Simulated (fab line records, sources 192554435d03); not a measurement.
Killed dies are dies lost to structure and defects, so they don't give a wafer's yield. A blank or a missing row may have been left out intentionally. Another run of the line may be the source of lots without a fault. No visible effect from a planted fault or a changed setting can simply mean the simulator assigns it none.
Matching of chambers || flow n5-finfet || N5_BEOL_M11_CMP_52 on cmp-04: 4 sister chambers
The step polishes, stops on SiCOH lowk, t overpolish 7 s, target thk 140 nm. 4 wafers are shown with their chamber, then 10 later ones without.

## WAFERS, EACH WITH ITS CHAMBER
{"wafer": "L089.4", "chamber": 2, "motor-current-A (A)": 6.8}
{"wafer": "L088.1", "chamber": 1, "motor-current-A (A)": 5.2}
{"wafer": "L088.5", "chamber": 3, "motor-current-A (A)": 5.6}
{"wafer": "L087.5", "chamber": 0, "motor-current-A (A)": 6.5}

## WAFERS WITH NO CHAMBER GIVEN
{"wafer": "L087.6", "motor-current-A (A)": 5.2}
{"wafer": "L093.3", "motor-current-A (A)": 7.1}
{"wafer": "L093.5", "motor-current-A (A)": 6.8}
{"wafer": "L093.6", "motor-current-A (A)": 5.8}
{"wafer": "L092.2", "motor-current-A (A)": 5.4}
{"wafer": "L092.4", "motor-current-A (A)": 5.4}
{"wafer": "L092.5", "motor-current-A (A)": 5.6}
{"wafer": "L097.3", "motor-current-A (A)": 5.7}
{"wafer": "L097.5", "motor-current-A (A)": 5.5}
{"wafer": "L097.6", "motor-current-A (A)": 7.1}

## THE CHAMBER EACH PASSED THROUGH
{"wafer": "L087.6", "from the rows above": 1, "in truth": 1}
{"wafer": "L093.3", "from the rows above": "can't be placed: 2 or 0", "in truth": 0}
{"wafer": "L093.5", "from the rows above": "can't be placed: 2 or 0", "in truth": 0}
{"wafer": "L093.6", "from the rows above": 3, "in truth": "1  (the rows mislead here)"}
{"wafer": "L092.2", "from the rows above": "can't be placed: 3 or 1", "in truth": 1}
{"wafer": "L092.4", "from the rows above": "can't be placed: 3 or 1", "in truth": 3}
{"wafer": "L092.5", "from the rows above": 3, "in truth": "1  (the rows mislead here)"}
{"wafer": "L097.3", "from the rows above": 3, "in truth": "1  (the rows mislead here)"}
{"wafer": "L097.5", "from the rows above": "can't be placed: 3 or 1", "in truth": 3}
{"wafer": "L097.6", "from the rows above": "can't be placed: 2 or 0", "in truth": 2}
Placed correctly: 1 of 10. From these rows, 6 cannot be placed; in 6 the true chamber is one of the candidates. Wrongly placed: 3.
How it was worked out, from the rows above alone: a wafer's distance from a chamber is the root of the sum, over the readings, of the square of ((its reading less the chamber's mean) divided by the reading's scatter). If the next closest chamber is less than 2 further off than the closest, the wafer can't be placed; otherwise it belongs to the closest. Each chamber's mean is taken over the wafers shown for it. The scatter: root of mean squared gap, hidden wafer to nearest shown wafer, with one shown wafer a chamber.
